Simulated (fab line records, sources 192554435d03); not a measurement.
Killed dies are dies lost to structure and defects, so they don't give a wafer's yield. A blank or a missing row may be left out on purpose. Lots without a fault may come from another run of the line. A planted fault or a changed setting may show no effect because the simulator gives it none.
A struck lot beside a sound one | flow n5_finfet | 44 steps out of a route of 1938
Sound: wafers L164.1, L164.4, L164.6. Struck: wafer L171.5. (L171.1 of the same lot was not struck and is left out.) The cause comes at the end.
At each step with rows: each side's tool, then ch and its chambers, then its first start. Under that, the readings that differ: sound wafers | struck wafers | difference of the means | sigmas: that difference in standard deviations of wafers without a fault.
alike: readings whose means differ by less than 2 such deviations, and words and numbers that are the same on both sides. not compared: withheld readings, readings that some wafer has no value for, bounds like >300 that may hide the same value, and numbers for which the record gives no deviation and whose values overlap.
The two part at a step that has a row with sigmas, a row that says differs or no value, or rows on one side only. Numbers that don't overlap but have no deviation are shown without sigmas and don't part them. A reading that every wafer of one side lacks parts them only if that side has two wafers or more.

first, 1 step without rows for these wafers: N5_BEOL_M5_ANNEAL_89 (time 1800 s).
N5_BEOL_M5_SPUTTER_90: material Cu, target thk 4.5 nm, time 8.29 s.
  sound on pvd_sputter-01, day 9 16:25; struck on pvd_sputter-03, day 12 05:56
  alike: throttle_valve_pct
then, 3 steps without rows for these wafers: N5_BEOL_M5_ECD_50 (material Cu, target thk 300 nm); N5_BEOL_M5_ANNEAL_51 (time 90 s); N5_BEOL_M5_CMP_52 (polishes, stops on SiCOH lowk, t overpolish 6.9 s, target thk 62 nm).
N5_BEOL_M5_THK_MEAS_53: measures by xrf.
  sound on film_metro-01, day 9 17:12; struck on film_metro-01, day 12 06:44
  alike: M5_THK
N5_BEOL_M5_PRE_CLEAN_77: time 15 s.
  sound on cvd_co-01 ch 1,2, day 9 17:14; struck on cvd_co-02 ch 2, day 12 06:47
  alike: heater_power_w
then, 2 steps without rows for these wafers: N5_BEOL_M5_CO_CAP_78 (material Co, precursor CCTBA/H2, target thk 2 nm, time 102.1 s); N5_BEOL_M5_PRE_CLEAN_55 (time 15 s).
N5_BEOL_M5_DEP_56: deposits SiCN from 3MS/NH3, target thk 8 nm, time 14 s.
  sound on pecvd-01 ch 0,2, day 9 17:23; struck on pecvd-01 ch 1, day 12 06:56
  alike: chamber_pressure_Torr, showerhead_plenum_p_Torr, throttle_valve_pct
N5_BEOL_M5_RS_MEAS_57: measures by four-point-probe.
  sound on film_metro-01, day 9 17:28; struck on film_metro-02, day 12 07:00
  alike: M5_RS
N5_BEOL_M5_INSPECT_58: inspects for defects (darkfield).
  sound on defect_inspect-02, day 9 17:29; struck on defect_inspect-01, day 12 07:01
  alike: raw_defect_count
N5_BEOL_M6_ILD_DEP_00: deposits SiCOH lowk from DEMS/porogen, target thk 179.75 nm, time 33.4 s.
  sound on pecvd-03 ch 0,1, day 9 17:31; struck on pecvd-03 ch 0, day 12 07:04
  reading                                            | sound         | struck | difference | sigmas
  model.SiCOH_lowk_of_BEOL_M6_ILD_DEP_00.thk_nm (nm) | 181 183 180.6 | 189.8  | +8.3       |
  alike: chamber_pressure_Torr, heater_power_w, showerhead_plenum_p_Torr, throttle_valve_pct
then, 1 step without rows for these wafers: N5_BEOL_M6_CURE_74 (cures SiCOH lowk, time 240 s).
N5_BEOL_M6_THK_MEAS_01:
  sound on film_metro-02, day 9 18:06; struck on film_metro-01, day 12 07:38
  reading         | sound             | struck | difference | sigmas
  M6_ILD_THK (nm) | 156.1 157.7 155.8 | 163.7  | +7.2       | +3
then, 10 steps without rows for these wafers: N5_BEOL_M6_PECVD_70 (deposits SiO2 from TEOS/O2, target thk 20 nm, time 22.7 s); N5_BEOL_M6_HM_DEP_02 (deposits TiN, target thk 20 nm); N5_BEOL_M6_COAT_59 (time 60 s, resist thk 100 nm); N5_BEOL_M6_COAT_60 (time 60 s, resist thk 35 nm); N5_BEOL_M6_COAT_05 (resist thk 90 nm); N5_BEOL_M6_EBR_07; N5_BEOL_M6_SOFTBAKE_06 (time 60 s); N5_BEOL_M6_EXPOSE_08 (exposes mask M6); N5_BEOL_M6_PEB_09 (peb time 60 s); N5_BEOL_M6_DEVELOP_10 (develop time 30 s).
N5_BEOL_M6_CD_MEAS_11: target cd 38.5 nm.
  sound on cd_sem-02 ch 0, day 9 18:49; struck on cd_sem-01 ch 0, day 12 10:06
  alike: cd_nm
N5_BEOL_M6_OVL_MEAS_12:
  sound on overlay-02 ch 0, day 9 18:51; struck on overlay-02 ch 0, day 12 10:08
  alike: M6_OVL
N5_BEOL_M6_INSPECT_13: inspects for defects (brightfield).
  sound on defect_inspect-02, day 9 18:52; struck on defect_inspect-02, day 12 10:10
  reading          | sound       | struck | difference | sigmas
  raw_defect_count | 440 320 319 | 553    | +193       | +2
then, 2 steps without rows for these wafers: N5_BEOL_M6_DESCUM_16 (chemistry O2, time 7.9 s); N5_BEOL_M6_ETCH_61 (etches SiARC in CF4, target depth 45.5 nm, time 75.8 s).
N5_BEOL_M6_ETCH_62: etches SOC in N2/H2, target depth 110 nm, overetch 22 nm, time 165 s.
  sound on rie_diel-01 ch 0,1,3, day 9 19:00; struck on rie_diel-05 ch 0, day 12 11:24
  alike: drypump_motor_current_A, oes_product_au, rf_vpp_V, showerhead_plenum_p_Torr, throttle_valve_pct
  not compared: rf_hours_counter_h
then, 3 steps without rows for these wafers: N5_BEOL_M6_STRIP_68 (strips in N2/H2); N5_BEOL_M6_STRIP_67 (strips in CF4); N5_BEOL_M6_HM_OPEN_17 (chemistry Cl2/BCl3, target TiN, target depth 20 nm, overetch 6 nm).
N5_BEOL_M6_STRIP_19: strips in O2.
  sound on rie_diel-04 ch 1,2,3, day 9 19:22; struck on rie_diel-04 ch 2, day 12 11:52
  alike: drypump_motor_current_A, oes_product_au, rf_vpp_V, showerhead_plenum_p_Torr, throttle_valve_pct
  not compared: rf_hours_counter_h
N5_BEOL_M6_CD_MEAS_18: pitch 80 nm, target cd 40 nm.
  sound on cd_sem-02, day 9 19:26; struck on cd_sem-01, day 12 11:56
  alike: cd_nm
then, 6 steps without rows for these wafers: N5_BEOL_M6_COAT_63 (time 60 s, resist thk 60 nm); N5_BEOL_M6_COAT_64 (time 60 s, resist thk 12 nm); N5_BEOL_M6_COAT_71 (time 60 s, resist thk 5 nm); N5_BEOL_M6_COAT_22 (resist thk 30 nm); N5_BEOL_M6_EBR_24; N5_BEOL_M6_SOFTBAKE_23 (time 60 s).
N5_BEOL_M6_CMP_52: polishes, stops on SiCOH lowk, t overpolish 6.9 s, target thk 80 nm.
  sound on cmp-02 ch 2,3, day 9 22:29; struck on cmp-03 ch 1, day 12 16:28
  reading                                            | sound           | struck | difference | sigmas
  model.SiCOH_lowk_of_BEOL_M6_ILD_DEP_00.thk_nm (nm) | 153 154.8 152.8 | 160.8  | +7.3       |
  alike: barrier_field_endpoint_s, motor_current_A, overpolish_run_s, time_to_endpoint_s
then, 1 step without rows for these wafers: N5_PASSIVATION_PROBE_49.

WHERE THEY PART
First at N5_BEOL_M6_THK_MEAS_01; last, within this record, at N5_BEOL_M6_INSPECT_13. Later steps at which nothing parts them and some readings are alike: N5_BEOL_M6_ETCH_62, N5_BEOL_M6_STRIP_19, N5_BEOL_M6_CD_MEAS_18, N5_BEOL_M6_CMP_52.

WHY: what the simulator had put in
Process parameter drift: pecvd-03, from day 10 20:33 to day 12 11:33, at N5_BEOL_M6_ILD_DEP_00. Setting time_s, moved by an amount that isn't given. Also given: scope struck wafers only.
